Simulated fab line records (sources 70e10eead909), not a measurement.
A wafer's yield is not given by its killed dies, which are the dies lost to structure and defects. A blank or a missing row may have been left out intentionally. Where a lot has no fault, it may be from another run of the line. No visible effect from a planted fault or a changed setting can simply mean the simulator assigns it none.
Chamber matching :: flow nand-harc :: pecvd-03 running NHARC_A_DECK1_JOINT_DEP_16: 3 sister chambers
The step deposits SiO2, target thk 45 nm. 3 wafers are shown with their chamber, then 8 later ones without.

WAFERS, EACH WITH ITS CHAMBER
wafer: L087.4
chamber: 0
heater-power-w (W): 523

wafer: L088.5
chamber: 2
heater-power-w (W): 409

wafer: L091.2
chamber: 1
heater-power-w (W): 613

WAFERS WITHOUT THEIR CHAMBER
wafer: L091.4
heater-power-w (W): 615

wafer: L091.6
heater-power-w (W): 359

wafer: L094.1
heater-power-w (W): 472

wafer: L094.4
heater-power-w (W): 485

wafer: L094.5
heater-power-w (W): 486

wafer: L095.1
heater-power-w (W): 562

wafer: L095.5
heater-power-w (W): 503

wafer: L095.6
heater-power-w (W): 398

WHICH CHAMBER EACH WENT THROUGH
wafer: L091.4
from the rows above: 1
in truth: 1

wafer: L091.6
from the rows above: 2
in truth: 2

wafer: L094.1
from the rows above: can't be placed: 0 or 2
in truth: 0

wafer: L094.4
from the rows above: can't be placed: 0 or 2
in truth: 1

wafer: L094.5
from the rows above: can't be placed: 0 or 2
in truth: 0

wafer: L095.1
from the rows above: can't be placed: 0 or 1
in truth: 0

wafer: L095.5
from the rows above: 0
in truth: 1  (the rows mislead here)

wafer: L095.6
from the rows above: 2
in truth: 2
Placed correctly: 3 of 8. These rows do not allow placing 4 (true chamber among the candidates in 3). Placed wrongly: 1.
How it was worked out, from the rows above alone: a wafer's distance from a chamber is the root of the sum, over the readings, of the square of ((its reading less the chamber's mean) divided by the reading's scatter). The wafer belongs to the nearest chamber; if the next one is less than 2 further off, it can't be placed. For every chamber, the mean is computed from those of its wafers that are shown. The scatter (one wafer shown for each chamber): square how far every hidden wafer sits from the nearest shown wafer, average those squares and take the square root.
